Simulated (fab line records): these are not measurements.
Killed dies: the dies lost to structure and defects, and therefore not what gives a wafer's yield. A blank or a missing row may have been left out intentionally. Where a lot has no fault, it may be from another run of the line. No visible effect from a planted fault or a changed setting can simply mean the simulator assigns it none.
Chamber matching | flow n5Finfet | rieDiel-05 running N5_GATE_CUT_ETCH_58: 4 sister chambers
The step etches SiNx in CH3F/O2, target depth 17 nm, time 128.6 s. 4 wafers are shown with their chamber, then 11 later ones without.

## WAFERS WITH THEIR CHAMBER
wafer  | chamber | showerheadPlenumPTorr (Torr)
L078.1 | 0       | 2.09
L078.6 | 1       | 2.00
L086.5 | 3       | 2.09
L085.3 | 2       | 1.96

## WAFERS WITHOUT THEIR CHAMBER
wafer  | showerheadPlenumPTorr (Torr)
L085.4 | 2.00
L085.5 | 2.00
L090.1 | 2.08
L090.5 | 1.99
L090.6 | 2.08
L093.2 | 1.99
L093.3 | 2.08
L093.4 | 2.08
L094.2 | 1.96
L094.4 | 2.08
L094.5 | 2.08

## WHICH CHAMBER EACH ONE RAN IN
wafer  | from the rows above     | in truth
L085.4 | 1                       | 1
L085.5 | 1                       | 1
L090.1 | can't be placed: 0 or 3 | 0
L090.5 | 1                       | 1
L090.6 | can't be placed: 0 or 3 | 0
L093.2 | 1                       | 1
L093.3 | can't be placed: 0 or 3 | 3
L093.4 | can't be placed: 0 or 3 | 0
L094.2 | 2                       | 2
L094.4 | can't be placed: 0 or 3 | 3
L094.5 | can't be placed: 0 or 3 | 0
Placed correctly: 5 of 11. Unplaceable from these rows: 6, with the true chamber sitting among the candidates in 6. Wrongly placed: 0.
How it was worked out, from the rows above alone: a wafer's distance from a chamber is the root of the sum, over the readings, of the square of ((its reading less the chamber's mean) divided by the reading's scatter). If the next closest chamber is less than 2 further off than the closest, the wafer can't be placed; otherwise it belongs to the closest. A chamber's mean is the mean of its shown wafers. The scatter: root of mean squared gap, hidden wafer to nearest shown wafer, with one shown wafer a chamber.
